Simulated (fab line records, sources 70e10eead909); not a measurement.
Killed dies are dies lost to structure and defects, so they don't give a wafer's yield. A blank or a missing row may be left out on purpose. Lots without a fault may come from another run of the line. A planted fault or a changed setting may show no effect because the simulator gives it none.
Which tool did it? | flow nand_harc | 24 lots, 72 wafers sampled, at 1 step of a route of 1302

WHAT THE GAUGES READ, wafer by wafer
NHARC_A_ONON_D2_THK_MEAS_27: measures by ellipsometry.
lot  | measured     | on            | thk_nm (nm)
L074 | day 12 23:19 | film_metro-01 | 1000 1002 1000
L075 | day 13 20:55 | film_metro-01 | 998 999 999
L076 | day 13 20:57 | film_metro-02 | 1013 1013 1015
L077 | day 14 08:33 | film_metro-01 | 1005 1007 1009
L078 | day 14 14:55 | film_metro-01 | 980 982 981
L079 | day 15 08:53 | film_metro-01 | 996 996 994
L081 | day 15 16:14 | film_metro-01 | 981 984 981
L080 | day 15 16:15 | film_metro-02 | 989 990 990
L082 | day 16 01:46 | film_metro-01 | 1014 1014 1011
L083 | day 17 04:42 | film_metro-02 | 1001 999 1001
L085 | day 17 08:28 | film_metro-01 | 992 994 993
L084 | day 17 08:28 | film_metro-02 | 1007 1006 1007
L086 | day 17 23:24 | film_metro-01 | 1012 1010 1010
L087 | day 18 11:19 | film_metro-02 | 987 988 985
L089 | day 19 08:18 | film_metro-01 | 995 993 996
L088 | day 19 08:18 | film_metro-02 | 1016 1016 1014
L090 | day 19 13:38 | film_metro-02 | 1002 1004 1003
L091 | day 19 13:39 | film_metro-01 | 986 986 988
L092 | day 20 14:21 | film_metro-02 | 994 997 996
L093 | day 20 14:23 | film_metro-01 | 1012 1012 1011
L094 | day 21 18:29 | film_metro-01 | 1003 1003 1003
L095 | day 21 22:58 | film_metro-02 | 992 994 995
L097 | day 22 13:08 | film_metro-02 | 1004 1004 1004
L096 | day 22 13:17 | film_metro-02 | 989 989 989

WHICH TOOL RAN EACH LOT (tool, then ch and the chambers of the sampled wafers, then the start)
The record holds no process step before these readings.

WHAT THE TOOLS THEMSELVES READ (means of the sampled wafers that have a number; where no wafer has one, the mark that the record gives instead)
The record holds no such reading with a usual standard deviation.

THE ANSWER, worked out from the rows above alone
Rule: what is usual is taken from the lots themselves. Put in order of their means at a reading, lots are off if they are a third of the lots or fewer, leave a main group of 4 or more, and stand apart from it by a gap of 3 or more times the standard deviation of the main group's means; of several such gaps the widest counts. A main group whose means are all the same, to the digits that the tables above print for the reading, isn't used. A lot without any number at a reading at which 4 lots or more have one is off too. The other lots that the step has rows for count as sound. The gauges are gone through in route order, then the tools' own readings, and for those a lot's mean is taken as printed above. The first step at which some lot is off is used, and at that step the reading that is off furthest; a lot without a number counts as furthest.
No lot is off at any reading shown: from this, nothing can be told.

WHAT THE SIMULATOR HAD PUT IN
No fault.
